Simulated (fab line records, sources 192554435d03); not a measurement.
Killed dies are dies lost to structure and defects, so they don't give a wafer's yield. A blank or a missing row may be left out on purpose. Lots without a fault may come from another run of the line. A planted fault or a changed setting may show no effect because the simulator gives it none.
Split-lot experiment | flow n5_finfet | 7 lots, 21 wafers read, on a route of 1938 steps

THE SPLIT
At N5_BEOL_M5_EXPOSE_25 (exposes mask V4, defocus 10 nm), the setting dose_mj was moved away from the recipe's 52.75 on 8 of the 21 wafers read, by -7.2% to +2.3%. The other wafers ran this setting at the recipe's value.

FROM THE SPLIT TO THE READING: what the file shows between them, 2 steps
- N5_BEOL_M5_PEB_26: peb time 60 s
- N5_BEOL_M5_DEVELOP_27: develop time 30 s

THE READING
cd_nm, in nm, at N5_BEOL_M5_CD_MEAS_28 (target cd 30.6 nm, target cd y 20 nm). Fault-free wafers of this fab line usually give 30.80 nm, standard deviation 0.28 nm.

wafer  | tool, chamber at the split | dose_mj as run | against the recipe | cd_nm, nm | against lot-mates on the recipe
L076.2 | euv_scanner-02, 0          | 48.97          | -7.2%              | 29.00     | -1.99
L076.4 | euv_scanner-02, 0          | 52.75          | recipe             | 30.99     | -
L076.6 | euv_scanner-02, 0          | 48.97          | -7.2%              | 28.84     | -2.15
L083.1 | euv_scanner-02, 0          | 52.75          | recipe             | 30.57     | -
L083.4 | euv_scanner-02, 0          | 53.95          | +2.3%              | 30.94     | +0.37
L083.5 | euv_scanner-02, 0          | 53.95          | +2.3%              | 31.07     | +0.50
L085.1 | euv_scanner-01, 0          | 52.75          | recipe             | 30.37     | -
L085.5 | euv_scanner-01, 0          | 52.75          | recipe             | 30.72     | -
L085.6 | euv_scanner-01, 0          | 52.75          | recipe             | 30.89     | -
L086.2 | euv_scanner-02, 0          | 52.75          | recipe             | 31.08     | -
L086.3 | euv_scanner-02, 0          | 52.75          | recipe             | 30.49     | -
L086.6 | euv_scanner-02, 0          | 52.75          | recipe             | 31.04     | -
L089.2 | euv_scanner-01, 0          | 49.56          | -6.0%              | 29.14     | -1.69
L089.4 | euv_scanner-01, 0          | 52.75          | recipe             | 31.01     | -
L089.6 | euv_scanner-01, 0          | 52.75          | recipe             | 30.64     | -
L088.2 | euv_scanner-01, 0          | 52.75          | recipe             | 31.07     | -
L088.3 | euv_scanner-01, 0          | 50.17          | -4.9%              | 29.96     | -1.11
L088.4 | euv_scanner-01, 0          | 50.17          | -4.9%              | 29.68     | -1.39
L096.1 | euv_scanner-02, 0          | 52.75          | recipe             | 30.81     | -
L096.2 | euv_scanner-02, 0          | 51.3           | -2.7%              | 30.53     | -0.20
L096.6 | euv_scanner-02, 0          | 52.75          | recipe             | 30.66     | -

THE FIT
A straight line over all 21 wafers: cd_nm changes by +0.23 nm for each +1% of dose_mj; r = +0.94; the points scatter about the line by 0.26 nm.
The same after taking each lot's own level away (the mean of its wafers on the recipe; 21 wafers): +0.266 nm for each +1%; r = +0.96; scatter 0.22 nm.
On that fit, the largest move of dose_mj shifts the reading by 1.9 nm.
The lots' own levels span 30.570 to 31.070 nm, that is 1.8 times the standard deviation above.
So the lot-to-lot level changes the slope: the two fits differ.
Check: with one of the wafers moved furthest among these (-7.2%) left out of the fit, the line predicts -1.88 nm for it against its lot-mates. It came out at -1.99 nm against them.

OTHER SPLITS ON THESE WAFERS
These wafers also went through other splits before the reading. Each is held against what the fit with the lots' levels taken away leaves over:
other split on the same wafers | wafers away from the commonest value | r with cd_nm (lot level and that fit taken away)
N5_BEOL_M3_EXPOSE_25 dose_mj   | 7                                    | -0.25
N5_BEOL_M4_PECVD_72 time_s     | 7                                    | -0.07
N5_BEOL_M5_COAT_22 spin_rpm    | 5                                    | +0.19

THE FILE'S OWN FIT
cd_nm changes by +0.262 nm for each +1% of dose_mj, r = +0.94.
